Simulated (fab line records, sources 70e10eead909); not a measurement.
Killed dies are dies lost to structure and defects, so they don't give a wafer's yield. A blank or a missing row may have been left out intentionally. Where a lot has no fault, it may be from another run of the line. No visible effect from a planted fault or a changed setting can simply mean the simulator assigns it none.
Matching of chambers -- flow nand-harc -- cmp-04 running NHARC_P_M2_CMP_23: 4 sister chambers
The step polishes, t overpolish 20 s, target thk 144.3 nm. 20 wafers are shown with their chamber, then 10 later ones without.

## WAFERS, EACH WITH ITS CHAMBER
wafer,chamber,motor-current-A (A),time-to-endpoint-s (s),slurry-flow-ml-min
L074.1,0,11.0,31.0,150.3
L074.5,1,11.2,31.3,150.7
L074.6,2,12.6,30.9,149.2
L077.1,1,11.4,21.9,149.5
L077.3,3,11.6,28.2,150.7
L077.4,0,10.1,24.2,149.0
L078.1,2,12.6,27.6,149.7
L078.2,1,11.3,25.5,150.5
L078.5,3,11.4,29.7,150.9
L081.2,1,11.2,25.4,150.2
L081.4,2,12.0,26.2,149.5
L081.6,1,11.1,25.9,150.4
L085.2,2,12.3,29.8,150.0
L085.4,3,11.5,31.3,149.4
L085.6,0,11.1,25.6,149.8
L086.3,0,10.0,26.5,150.1
L086.5,3,12.2,34.6,150.1
L086.6,2,11.8,28.8,149.9
L089.3,3,12.0,30.3,150.3
L089.4,0,10.7,24.1,149.7

SIGNATURES (averages over the wafers above)
reading,chamber 0,chamber 1,chamber 2,chamber 3,scatter within a chamber
motor-current-A,10.580,11.240,12.260,11.740,0.359
time-to-endpoint-s,26.280,26.000,28.660,30.820,2.67
slurry-flow-ml-min,149.780,150.260,149.660,150.280,0.476
Rule: a wafer lies at a distance from a chamber equal to the root of the sum of squares, over the readings, of (its reading less the chamber's mean, divided by the reading's scatter). The wafer belongs to the nearest chamber; if the next one is less than 2 further off, it can't be placed. How the scatter is found: for the shown wafers, subtract from each reading the mean of its chamber, square and add these, divide the total by (wafers less chambers), then take the root.

## WAFERS WITH NO CHAMBER GIVEN
wafer,motor-current-A (A),time-to-endpoint-s (s),slurry-flow-ml-min
L089.5,12.2,29.0,150.6
L090.2,11.6,25.8,150.6
L090.3,12.0,28.7,150.3
L090.4,11.8,30.3,151.2
L092.1,12.0,25.1,149.8
L092.3,9.7,23.5,150.1
L092.6,12.1,26.0,149.6
L097.3,12.2,29.4,149.9
L097.4,11.5,28.2,149.9
L097.5,11.7,25.7,150.5

## THE CHAMBER EACH PASSED THROUGH
wafer,from the rows above,in truth
L089.5,can't be placed: 3 or 2 or 1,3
L090.2,can't be placed: 1 or 3 or 2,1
L090.3,can't be placed: 3 or 2 or 1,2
L090.4,can't be placed: 3 or 1 or 2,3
L092.1,can't be placed: 2 or 1 or 3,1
L092.3,can't be placed: 0 or 1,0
L092.6,can't be placed: 2 or 3 or 1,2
L097.3,can't be placed: 2 or 3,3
L097.4,can't be placed: 1 or 3 or 2 or 0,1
L097.5,can't be placed: 1 or 3 or 2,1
Correctly placed: 0 of 10. From these rows, 10 cannot be placed; in 10 the true chamber is one of the candidates. 0 placed wrongly.
